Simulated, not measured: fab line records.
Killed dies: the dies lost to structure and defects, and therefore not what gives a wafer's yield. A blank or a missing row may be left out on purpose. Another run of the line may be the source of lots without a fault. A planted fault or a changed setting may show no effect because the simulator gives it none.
Matching of chambers ; flow n5Finfet ; N5_BEOL_M1_ETCH_69 on rieDiel-05 has 4 sister chambers
The step etches SiARC in CF4, target depth 15.6 nm, time 26 s. 4 wafers are shown with their chamber, then 7 later ones without.

## WAFERS PAIRED WITH THEIR CHAMBERS
wafer;chamber;showerheadPlenumPTorr (Torr)
L075.2;1;2.05
L083.6;0;2.21
L086.1;3;2.08
L086.3;2;2.17

## WAFERS WITH NO CHAMBER GIVEN
wafer;showerheadPlenumPTorr (Torr)
L086.5;2.21
L089.1;2.04
L089.5;2.04
L089.6;2.21
L094.1;2.17
L094.4;2.07
L094.5;2.04

## EACH ONE'S CHAMBER
wafer;from the rows above;in truth
L086.5;0;0
L089.1;1;1
L089.5;1;1
L089.6;0;0
L094.1;2;2
L094.4;can't be placed: 3 or 1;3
L094.5;1;1
Correctly placed: 6 of 7. From these rows, 1 cannot be placed; in 1 the true chamber is one of the candidates. 0 placed wrongly.
How it was worked out, from the rows above alone: a wafer's distance from a chamber is the root of the sum, over the readings, of the square of ((its reading less the chamber's mean) divided by the reading's scatter). If the next closest chamber is less than 2 further off than the closest, the wafer can't be placed; otherwise it belongs to the closest. A chamber's mean is the mean of its shown wafers. The scatter: root of mean squared gap, hidden wafer to nearest shown wafer, with one shown wafer a chamber.
